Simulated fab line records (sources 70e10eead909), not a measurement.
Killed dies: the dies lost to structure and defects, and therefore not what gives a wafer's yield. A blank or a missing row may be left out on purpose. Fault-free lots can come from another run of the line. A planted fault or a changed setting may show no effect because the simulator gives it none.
Comparing a struck lot with a sound one | flow nand harc | 16 steps out of a route of 1302
Sound: these wafers, L821.1, L821.3, L821.4. Struck: wafer L833.6 (left out: L833.4, L833.5 of the same lot, which were not struck); the cause appears at the end.
Per side, at each step with rows, come the tool, then ch with its chambers, and then its first start. Under that, the readings that differ: sound wafers | struck wafers | difference of the means | sigmas: that difference in standard deviations of wafers without a fault.
alike: same words and numbers on both sides, and readings whose means sit less than 2 such deviations apart. not compared: any withheld reading, any reading some wafer has no value for, any bound like >300 that may hide the same value, and any number with overlapping values for which the record gives no deviation.
The two part at a step that has a row with sigmas, a row that says differs or no value, or rows on one side only. Non-overlapping numbers with no deviation appear without sigmas and do not part them. Lack of a reading on every wafer of one side parts them only where that side has two or more wafers.

NHARC_A_M0_OVL_MEAS_10: pitch 160 nm.
  struck on overlay-02, day 30 19:24; sound on overlay-01, day 25 12:55
  alike: overlay x nm, overlay y nm
NHARC_A_M0_INSPECT_11:
  struck on defect inspect-01, day 30 19:26; sound on defect inspect-02, day 25 12:57
  alike: raw defect count
NHARC_A_M0_DESCUM_14: chemistry O2, time 3 s.
  sound on rie diel-07 ch 0,2,3, day 25 13:01; struck on rie diel-07 ch 2, day 30 19:29
  alike: drypump motor current A, oes product au, rf vpp V, showerhead plenum p Torr, throttle valve pct
  not compared: rf hours counter h
NHARC_A_M0_ETCH_34: etches the open film in N2/H2, target depth 40 nm, overetch 12 nm, time 43.94 s.
  sound on rie diel-07 ch 0,1,2, day 25 13:06; struck on rie diel-07 ch 2, day 30 19:35
  reading                | sound                | struck | difference | sigmas
  throttle valve pct (%) | 14.173 14.175 14.185 | 14.154 | -0.024     | -3
  alike: drypump motor current A, oes product au, rf vpp V, showerhead plenum p Torr
  not compared: rf hours counter h
then, 1 step without rows for these wafers: NHARC_A_M0_ETCH_15 (etches the open film in C4F8/Ar, target depth 150 nm, overetch 15 nm, time 82.5 s).
NHARC_A_M0_CD_MEAS_16:
  struck on cd sem-03, day 30 19:48; sound on cd sem-01, day 25 13:19
  alike: cd nm
then, 4 steps without rows for these wafers: NHARC_A_M0_STRIP_18 (strips in N2/H2); NHARC_A_M0_STRIP_19 (strips in post etch residue remover, time 600 s); NHARC_A_M0_DEGAS_28 (time 60 s); NHARC_A_M0_PRE_CLEAN_29 (time 30 s).
NHARC_A_M0_PVD_20: deposits TaN, target thk 5 nm, time 8.06 s.
  sound on pvd sputter-03; struck on pvd sputter-02
  alike: throttle valve pct
NHARC_A_M0_PVD_21: deposits Cu, target thk 30 nm, time 20.49 s.
  sound on pvd sputter-03; struck on pvd sputter-02
  alike: throttle valve pct
NHARC_A_M0_ECD_22: material Cu, target thk 400 nm.
  sound on ecd cu-01 ch 0,1, day 25 14:23; struck on ecd cu-02 ch 0,1, day 30 20:57
NHARC_A_M0_ANNEAL_30: time 90 s.
  sound on rtp anneal-01 ch 0, day 25 14:43; struck on rtp anneal-01 ch 0, day 30 21:20
  alike: wafer_temp_C_max
NHARC_A_M0_CMP_23: polishes, t overpolish 20 s, target thk 113.75 nm.
  sound on cmp-03 ch 1,2,3, day 25 15:04; struck on cmp-03 ch 0, day 30 21:37
  reading                | sound          | struck | difference | sigmas
  time to endpoint s (s) | 32.9 23.2 30.4 | 46.8   | +18.0      | +6
  alike: motor current A, retaining ring pressure frac
NHARC_A_M0_THK_MEAS_24: measures by xrf.
  struck on film metro-01, day 30 21:50; sound on film metro-01, day 25 15:23
  alike: thk nm

== WHERE THEY PART ==
Earliest at NHARC_A_M0_ETCH_34; latest, in this record, at NHARC_A_M0_CMP_23. Later steps at which nothing parts them and some readings are alike: NHARC_A_M0_THK_MEAS_24.

WHY: what had been put in by the simulator
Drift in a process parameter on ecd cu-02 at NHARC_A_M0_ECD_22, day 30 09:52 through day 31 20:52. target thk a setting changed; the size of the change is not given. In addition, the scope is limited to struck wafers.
